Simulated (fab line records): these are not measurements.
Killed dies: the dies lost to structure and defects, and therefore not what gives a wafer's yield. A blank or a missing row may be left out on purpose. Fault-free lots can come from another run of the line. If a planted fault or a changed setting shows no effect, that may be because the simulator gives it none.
The tool behind it: which one?	flow nand_harc	Sampling: 12 lots, 36 wafers, 2 of 1302 route steps

## WHAT EACH GAUGE READ, for each wafer
NHARC_P_GATE_CD_MEAS_33.
lot	measured	on	cd_nm (nm)
L075	day 5 09:37	cd_sem-03	124.1 123.1 125.1
L077	day 6 06:40	cd_sem-01	123.4 123.2 124.0
L079	day 6 23:19	cd_sem-03	124.1 119.2 122.8
L081	day 7 20:09	cd_sem-01	118.6 119.7 123.8
L083	day 9 00:19	cd_sem-02	120.5 120.6 127.2
L085	day 9 11:49	cd_sem-01	122.4 120.8 120.7
L087	day 10 07:11	cd_sem-01	120.7 117.4 120.1
L089	day 11 06:48	cd_sem-02	122.0 116.8 119.8
L091	day 12 00:32	cd_sem-02	117.8 120.8 121.7
L093	day 13 05:46	cd_sem-03	125.8 119.9 119.8
L095	day 14 00:09	cd_sem-01	115.5 124.8 121.0
L097	day 14 12:19	cd_sem-01	120.0 123.3 120.9

## EACH LOT AND THE TOOL THAT RAN IT (in order: tool; ch and the chambers of the sampled wafers; start)
lot	NHARC_P_GATE_DEP_103
L075	pecvd-02 ch 1,2, day 5 08:07
L077	pecvd-03 ch 0,1, day 6 05:07
L079	pecvd-03 ch 0,1, day 6 21:34
L081	pecvd-04 ch 0,1, day 7 18:27
L083	pecvd-04 ch 1,2, day 8 22:40
L085	pecvd-03 ch 0,1, day 9 10:06
L087	pecvd-04 ch 0,2, day 10 05:34
L089	pecvd-04 ch 0,2, day 11 05:16
L091	pecvd-03 ch 0,1,2, day 11 22:53
L093	pecvd-04 ch 0,1,2, day 13 04:09
L095	pecvd-02 ch 0,1,2, day 13 22:33
L097	pecvd-04 ch 0,1,2, day 14 10:03
- NHARC_P_GATE_DEP_103: deposits SiON, target thk 30 nm.

## THE ANSWER, worked out from the rows above alone
Rule: what is usual is taken from the lots themselves. Put in order of their means at a reading, lots are off if they are a third of the lots or fewer, leave a main group of 4 or more, and stand apart from it by a gap of 3 or more times the standard deviation of the main group's means; of several such gaps the widest counts. A main group whose means are all the same, to the digits that the tables above print for the reading, isn't used. Also off: a lot with no number at a reading for which 4 or more lots have one. Where the step has rows for the other lots, those lots are counted as sound.
No lot is off at any reading shown: from this, nothing can be told.

## WHAT WAS PUT IN BY THE SIMULATOR
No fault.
